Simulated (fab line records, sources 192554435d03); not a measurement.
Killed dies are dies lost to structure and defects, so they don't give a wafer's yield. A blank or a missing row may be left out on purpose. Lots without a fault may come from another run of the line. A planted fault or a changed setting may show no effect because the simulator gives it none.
Chamber matching | flow n5_finfet | N5_BEOL_M9_ALD_74 on ald_metal-02: 3 sister chambers
The step deposits TaN, target thk 2 nm, pulse time 2 s, purge time 3 s. 3 wafers are shown with their chamber, then 5 later ones without.

WAFERS WITH THEIR CHAMBER
wafer  | chamber | heater_power_w (W)
L087.4 | 3       | 405
L091.4 | 1       | 429
L091.5 | 0       | 412

WAFERS WITHOUT THEIR CHAMBER
wafer  | heater_power_w (W)
L091.6 | 424
L097.1 | 422
L097.6 | 411
L096.3 | 428
L096.6 | 409

WHICH CHAMBER EACH WENT THROUGH
wafer  | from the rows above     | in truth
L091.6 | can't be placed: 1 or 0 | 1
L097.1 | can't be placed: 1 or 0 | 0
L097.6 | can't be placed: 0 or 3 | 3
L096.3 | 1                       | 1
L096.6 | can't be placed: 0 or 3 | 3
Placed correctly: 1 of 5. Can't be placed from these rows: 4 (the true chamber is among the candidates in 4). Placed wrongly: 0.
How it was worked out, from the rows above alone: a wafer's distance from a chamber is the root of the sum, over the readings, of the square of ((its reading less the chamber's mean) divided by the reading's scatter). The wafer belongs to the nearest chamber; if the next one is less than 2 further off, it can't be placed. A chamber's mean is the mean of its shown wafers. The scatter: with one shown wafer a chamber, the root of the mean of the squares of how far each hidden wafer lies from its nearest shown one.
